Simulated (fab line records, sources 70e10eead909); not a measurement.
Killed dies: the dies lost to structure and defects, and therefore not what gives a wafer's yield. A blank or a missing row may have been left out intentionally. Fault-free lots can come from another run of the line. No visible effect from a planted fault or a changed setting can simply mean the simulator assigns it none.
Struck lot and sound lot, side by side | flow nand-harc | 15 steps out of a route of 1159
Sound: these wafers, L168.3, L168.4, L168.5. Struck: wafers L170.2, L170.5. (L170.1 of the same lot was not struck and is left out.) The cause comes at the end.
Each step with rows lists, per side, the tool, then ch with its chambers, then its first start. Under that, the readings that differ: sound wafers | struck wafers | difference of the means | sigmas: that difference in standard deviations of wafers without a fault.
alike: a reading whose means differ by less than 2 such deviations, as well as words and numbers matching on both sides. not compared: withheld readings; readings where some wafer has no value; bounds like >300 that might hide an equal value; numbers whose values overlap and for which the record gives no deviation.
A row with sigmas, a row that says differs or no value, or rows on one side alone: a step with any of these is where the two part. Non-overlapping numbers with no deviation appear without sigmas and do not part them. A reading that every wafer of one side lacks parts them only if that side has two wafers or more.

first, 3 steps without rows for these wafers: NHARC_A_CHANNEL_HOLE_D1_STRIP_41 (strips in N2/H2); NHARC_A_CHANNEL_HOLE_D1_STRIP_42 (strips in CF4/CHF3); NHARC_A_CHANNEL_HOLE_D1_STRIP_43 (strips in O2/COS).
NHARC_A_CHANNEL_HOLE_D1_ETCH_44: etches the open film in CF4/O2, target depth 140 nm, overetch 14 nm, time 77 s.
  sound on rie-diel-01 ch 0,1,3, day 9 17:29; struck on rie-diel-01 ch 1,3, day 10 10:51
  alike: drypump-motor-current-A, oes-product-au, rf-vpp-V, showerhead-plenum-p-Torr, throttle-valve-pct
  not compared: rf-hours-counter-h
NHARC_A_CHANNEL_HOLE_D1_STRIP_27: strips in O2.
  sound: rie-diel-01 ch 0,1; struck: rie-diel-01 ch 0,3
  alike: drypump-motor-current-A, oes-product-au, rf-vpp-V, showerhead-plenum-p-Torr, throttle-valve-pct
  not compared: rf-hours-counter-h
then, 2 steps without rows for these wafers: NHARC_A_CHANNEL_HOLE_D1_PRECLEAN_28 (cleans in SC1); NHARC_A_CHANNEL_HOLE_D1_SRD_29.
NHARC_A_CHANNEL_HOLE_D1_CD_MEAS_30:
  sound on cd-sem-01, day 9 18:18; struck on cd-sem-02, day 10 11:40
  alike: cd-nm
NHARC_A_CHANNEL_HOLE_D1_XSEM_31:
  sound on xsem-01 ch 0, day 9 18:23; struck on xsem-02 ch 0, day 10 11:45
  alike: bot-cd-nm, bow-nm, tilt-deg
NHARC_A_CHANNEL_HOLE_D1_INSPECT_40:
  sound on defect-inspect-02, day 9 18:29; struck on defect-inspect-01, day 10 11:51
  alike: raw-defect-count
then, 2 steps without rows for these wafers: NHARC_A_CHANNEL_FILL_D1_PRECLEAN_00 (cleans in SC1); NHARC_A_CHANNEL_FILL_D1_SRD_01.
NHARC_A_CHANNEL_FILL_D1_ALD_02: deposits SiO2, target thk 6 nm, pulse time 10 s, ald cycles 60.
  sound on ald-hk-01 ch 0,2, day 9 18:44; struck on ald-hk-01 ch 0, day 10 12:25
  reading    | sound    | struck | difference | sigmas
  ald-cycles | 60 60 60 | 65 65  | +5         |
  alike: heater-power-w, precursor-pulse-height-rel
  not compared: since-wet-clean-h
NHARC_A_CHANNEL_FILL_D1_ALD_03: deposits SiNx, target thk 6 nm, pulse time 60 s, ald cycles 58.
  sound: ald-sin-batch-03 ch 0; struck: ald-sin-batch-02 ch 0
  alike: precursor-pulse-height-rel
  not compared: ald-cycles
following that, these wafers have no rows for 1 step: NHARC_END_SORT_01.

## WHERE THEY PART
Nowhere in this record.

WHY: the cause the simulator had injected
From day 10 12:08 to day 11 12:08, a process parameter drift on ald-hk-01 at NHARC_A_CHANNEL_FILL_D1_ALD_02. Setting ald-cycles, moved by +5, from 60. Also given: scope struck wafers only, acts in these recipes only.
